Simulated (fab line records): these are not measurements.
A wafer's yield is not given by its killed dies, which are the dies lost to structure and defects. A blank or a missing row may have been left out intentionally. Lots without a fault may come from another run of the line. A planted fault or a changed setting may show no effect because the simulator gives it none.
What tool caused it? + flow nand harc + Sampling: 15 lots, 45 wafers, 2 of 1302 route steps

== WHAT THE GAUGES SHOWED, per wafer ==
NHARC_A_CHANNEL_FILL_D2_INSPECT_13. Usual: raw defect count at 347, with a standard deviation of 96.
| lot  | measured     | on                | raw defect count | flag |
|------|--------------|-------------------|------------------|------|
| L706 | day 15 17:47 | defect inspect-01 | 292 264 341      |      |
| L707 | day 16 05:29 | defect inspect-02 | 211 351 405      |      |
| L708 | day 16 13:42 | defect inspect-01 | 233 286 247      |      |
| L709 | day 16 13:52 | defect inspect-02 | 211 368 337      |      |
| L710 | day 17 17:59 | defect inspect-01 | 226 358 300      |      |
| L718 | day 20 14:06 | defect inspect-01 | 278 303 276      |      |
| L719 | day 21 12:07 | defect inspect-02 | 560 480 563      |      |
| L720 | day 21 12:06 | defect inspect-02 | 445 346 302      |      |
| L721 | day 22 11:31 | defect inspect-01 | 277 295 196      |      |
| L722 | day 22 11:25 | defect inspect-01 | 321 391 400      |      |
| L723 | day 23 07:18 | defect inspect-01 | 508 421 522      |      |
| L724 | day 23 07:18 | defect inspect-02 | 336 318 459      |      |
| L725 | day 23 19:01 | defect inspect-01 | 381 441 534      |      |
| L727 | day 24 09:20 | defect inspect-01 | 298 268 218      |      |
| L728 | day 24 21:37 | defect inspect-02 | 276 320 231      |      |

== TOOL THAT RAN EACH LOT (tool first, then ch and the chambers of the sampled wafers, then the start) ==
| lot  | NHARC_A_CHANNEL_FILL_D2_ETCHBACK_08           |
|------|-----------------------------------------------|
| L706 | rie diel-02 ch 1,2,3, day 15 17:47 or earlier |
| L707 | rie diel-06 ch 0,1,3, day 16 05:29 or earlier |
| L708 | rie diel-02 ch 1,3, day 16 13:42 or earlier   |
| L709 | rie diel-08 ch 2,3, day 16 13:52 or earlier   |
| L710 | rie diel-06 ch 1,3, day 17 17:59 or earlier   |
| L718 | rie diel-02 ch 0,2,3, day 20 14:06 or earlier |
| L719 | rie diel-08 ch 0,1, day 21 12:07 or earlier   |
| L720 | rie diel-02 ch 0,1,3, day 21 12:06 or earlier |
| L721 | rie diel-02 ch 1,2,3, day 22 11:31 or earlier |
| L722 | rie diel-06 ch 0,1,3, day 22 11:25 or earlier |
| L723 | rie diel-02 ch 0,2, day 23 07:18 or earlier   |
| L724 | rie diel-08 ch 0,2,3, day 23 07:18 or earlier |
| L725 | rie diel-02 ch 0,2, day 23 19:01 or earlier   |
| L727 | rie diel-06 ch 1,2,3, day 24 09:20 or earlier |
| L728 | rie diel-08 ch 0,1,3, day 24 21:37 or earlier |
- NHARC_A_CHANNEL_FILL_D2_ETCHBACK_08: etches the open film in C4F8, target depth 220 nm, time 110 s.

== AS READ BY THE TOOLS THEMSELVES (means over the sampled wafers that have a number; for cases with no such wafer, the mark the record gives instead) ==
NHARC_A_CHANNEL_FILL_D2_ETCHBACK_08. Usual: oes product au 0.97 a.u., standard deviation 0.037; rf vpp V 439.4 V, standard deviation 2.2.
| lot  | tool        | oes product au (a.u.) | rf vpp V (V) | flag |
|------|-------------|-----------------------|--------------|------|
| L706 | rie diel-02 | 1.00                  | 440.3        |      |
| L707 | rie diel-06 | 0.99                  | 438.5        |      |
| L708 | rie diel-02 | 1.00                  | 440.6        |      |
| L709 | rie diel-08 | 1.00                  | 440.6        |      |
| L710 | rie diel-06 | 0.94                  | 438.4        |      |
| L718 | rie diel-02 | 0.99                  | 438.0        |      |
| L719 | rie diel-08 | 1.01                  | 441.8        |      |
| L720 | rie diel-02 | 1.00                  | 439.3        |      |
| L721 | rie diel-02 | 0.92                  | 440.0        |      |
| L722 | rie diel-06 | 1.00                  | 437.6        |      |
| L723 | rie diel-02 | 0.92                  | 438.0        |      |
| L724 | rie diel-08 | 1.00                  | 440.7        |      |
| L725 | rie diel-02 | 0.91                  | 438.2        |      |
| L727 | rie diel-06 | 1.00                  | 440.1        |      |
| L728 | rie diel-08 | 1.00                  | 439.6        |      |

== THE ANSWER, worked out from the rows above alone ==
Rule: lot off if the mean of its wafers having a number is beyond 3 standard deviations from the usual mean. Also off: a lot with no number at a reading for which 4 or more lots have one. The other lots that the step has rows for count as sound. After the gauges, taken in route order, come the tools' own readings; for these a lot's mean is taken, as printed above. The first step at which some lot is off is used, and at that step the reading that is off furthest; a lot without a number counts as furthest.
Nothing can be told from this: no lot is off at any reading shown.

== WHAT THE SIMULATOR HAD INSERTED ==
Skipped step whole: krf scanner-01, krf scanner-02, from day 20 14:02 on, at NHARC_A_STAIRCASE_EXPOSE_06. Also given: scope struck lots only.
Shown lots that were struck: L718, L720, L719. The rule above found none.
